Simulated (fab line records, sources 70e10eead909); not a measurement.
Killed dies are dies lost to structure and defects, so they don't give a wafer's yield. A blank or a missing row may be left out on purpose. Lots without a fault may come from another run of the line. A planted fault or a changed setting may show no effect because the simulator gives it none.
A struck lot beside a sound one | flow nand_harc | 14 steps out of a route of 1302
Sound: wafers L492.2, L492.5, L492.6. Struck: wafers L501.1, L501.3. (L501.2 of the same lot was not struck and is left out.) The cause comes at the end.
At each step with rows: each side's tool, then ch and its chambers, then its first start. Under that, the readings that differ: sound wafers | struck wafers | difference of the means | sigmas: that difference in standard deviations of wafers without a fault.
alike: readings whose means differ by less than 2 such deviations, and words and numbers that are the same on both sides. not compared: withheld readings, readings that some wafer has no value for, bounds like >300 that may hide the same value, and numbers for which the record gives no deviation and whose values overlap.
The two part at a step that has a row with sigmas, a row that says differs or no value, or rows on one side only. Numbers that don't overlap but have no deviation are shown without sigmas and don't part them. A reading that every wafer of one side lacks parts them only if that side has two wafers or more.

first, 9 steps without rows for these wafers: NHARC_THIN_TSV_PVD_24 (deposits Al, target thk 800 nm); NHARC_THIN_TSV_DEHYDRATE_25 (time 120 s); NHARC_THIN_TSV_HMDS_26 (time 30 s); NHARC_THIN_TSV_COAT_27; NHARC_THIN_TSV_SOFTBAKE_28 (time 95 s); NHARC_THIN_TSV_EBR_29; NHARC_THIN_TSV_EXPOSE_30 (exposes mask PAD); NHARC_THIN_TSV_PEB_31 (peb time 85 s); NHARC_THIN_TSV_DEVELOP_32 (time 70 s).
NHARC_THIN_TSV_CD_MEAS_33: target cd 5000 nm.
  sound on cd_sem-02 ch 0, day 27 14:04; struck on cd_sem-02 ch 0, day 31 12:58
  alike: cd_nm
then, 1 step without rows for these wafers: NHARC_THIN_TSV_HARDBAKE_34 (time 80 s).
NHARC_THIN_TSV_DESCUM_35: chemistry O2, time 3 s.
  sound on rie_diel-12 ch 1,2, day 27 14:14; struck on rie_diel-02 ch 0,1, day 31 13:08
  alike: drypump_motor_current_A, oes_product_au, rf_vpp_V, showerhead_plenum_p_Torr, throttle_valve_pct
  not compared: rf_hours_counter_h
NHARC_THIN_TSV_ETCH_59: etches the open film in Cl2/BCl3, target depth 880 nm, time 138.1 s.
  sound on rie_metal-01 ch 0,1, day 27 14:22; struck on rie_metal-01 ch 0, day 31 13:16
  reading               | sound             | struck      | difference | sigmas
  oes_product_au (a.u.) | 1.000 1.011 1.006 | 0.928 0.914 | -0.085     | -8
  alike: bias_w, drypump_motor_current_A, throttle_valve_pct
  not compared: rf_hours_counter_h
NHARC_THIN_TSV_ETCH_36: etches the open film in Cl2/BCl3, target depth 65 nm, time 18.571 s.
  sound on rie_metal-01 ch 0,1, day 27 14:37; struck on rie_metal-01 ch 0,1, day 31 13:31
  alike: drypump_motor_current_A, oes_product_au
  not compared: rf_hours_counter_h

WHERE THEY PART
Only at NHARC_THIN_TSV_ETCH_59, within this record. Later steps at which nothing parts them and some readings are alike: NHARC_THIN_TSV_ETCH_36.

WHY: what the simulator had put in
Process parameter drift: rie_metal-01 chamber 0, from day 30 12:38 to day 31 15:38, at NHARC_THIN_TSV_ETCH_59. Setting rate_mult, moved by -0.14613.
